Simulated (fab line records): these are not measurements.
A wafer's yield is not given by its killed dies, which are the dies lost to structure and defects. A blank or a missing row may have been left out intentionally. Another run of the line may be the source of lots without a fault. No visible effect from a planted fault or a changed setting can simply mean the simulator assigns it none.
Matching of chambers || flow nand-harc || NHARC_A_STAIRCASE_DEP_325 on pecvd-01 has 3 sister chambers
The step deposits SiO2, target thk 3800 nm. 16 wafers are shown with their chamber, then 8 later ones without.

## WAFERS, EACH WITH ITS CHAMBER
{"wafer": "L076.1", "chamber": 0, "heater-power-w (W)": 816}
{"wafer": "L076.4", "chamber": 2, "heater-power-w (W)": 533}
{"wafer": "L076.6", "chamber": 1, "heater-power-w (W)": 518}
{"wafer": "L080.1", "chamber": 2, "heater-power-w (W)": 565}
{"wafer": "L080.2", "chamber": 1, "heater-power-w (W)": 533}
{"wafer": "L080.3", "chamber": 0, "heater-power-w (W)": 807}
{"wafer": "L083.2", "chamber": 0, "heater-power-w (W)": 680}
{"wafer": "L083.3", "chamber": 2, "heater-power-w (W)": 648}
{"wafer": "L083.5", "chamber": 1, "heater-power-w (W)": 527}
{"wafer": "L086.1", "chamber": 0, "heater-power-w (W)": 716}
{"wafer": "L086.2", "chamber": 2, "heater-power-w (W)": 620}
{"wafer": "L086.6", "chamber": 2, "heater-power-w (W)": 528}
{"wafer": "L090.2", "chamber": 0, "heater-power-w (W)": 796}
{"wafer": "L090.3", "chamber": 1, "heater-power-w (W)": 639}
{"wafer": "L090.6", "chamber": 1, "heater-power-w (W)": 520}
{"wafer": "L089.1", "chamber": 0, "heater-power-w (W)": 799}

SIGNATURES (averages over the wafers above)
{"reading": "heater-power-w", "chamber 0": 769.00, "chamber 1": 547.40, "chamber 2": 578.80, "scatter within a chamber": 54.1}
Rule: distance of a wafer from a chamber = root of the sum over the readings of ((wafer's reading minus chamber's mean) / reading's scatter) squared. If the next closest chamber is less than 2 further off than the closest, the wafer can't be placed; otherwise it belongs to the closest. How the scatter is found: for the shown wafers, subtract from each reading the mean of its chamber, square and add these, divide the total by (wafers less chambers), then take the root.

## WAFERS MISSING THEIR CHAMBER
{"wafer": "L089.4", "heater-power-w (W)": 645}
{"wafer": "L089.5", "heater-power-w (W)": 517}
{"wafer": "L094.2", "heater-power-w (W)": 632}
{"wafer": "L094.3", "heater-power-w (W)": 560}
{"wafer": "L094.5", "heater-power-w (W)": 520}
{"wafer": "L097.1", "heater-power-w (W)": 654}
{"wafer": "L097.5", "heater-power-w (W)": 606}
{"wafer": "L097.6", "heater-power-w (W)": 530}

## WHICH CHAMBER EACH WENT THROUGH
{"wafer": "L089.4", "from the rows above": "can't be placed: 2 or 1 or 0", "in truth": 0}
{"wafer": "L089.5", "from the rows above": "can't be placed: 1 or 2", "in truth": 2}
{"wafer": "L094.2", "from the rows above": "can't be placed: 2 or 1 or 0", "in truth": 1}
{"wafer": "L094.3", "from the rows above": "can't be placed: 1 or 2", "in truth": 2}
{"wafer": "L094.5", "from the rows above": "can't be placed: 1 or 2", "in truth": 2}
{"wafer": "L097.1", "from the rows above": "can't be placed: 2 or 1 or 0", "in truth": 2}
{"wafer": "L097.5", "from the rows above": "can't be placed: 2 or 1", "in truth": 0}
{"wafer": "L097.6", "from the rows above": "can't be placed: 1 or 2", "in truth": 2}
0 of 8 placed correctly. Can't be placed from these rows: 8 (the true chamber is among the candidates in 7). Placed wrongly: 0.
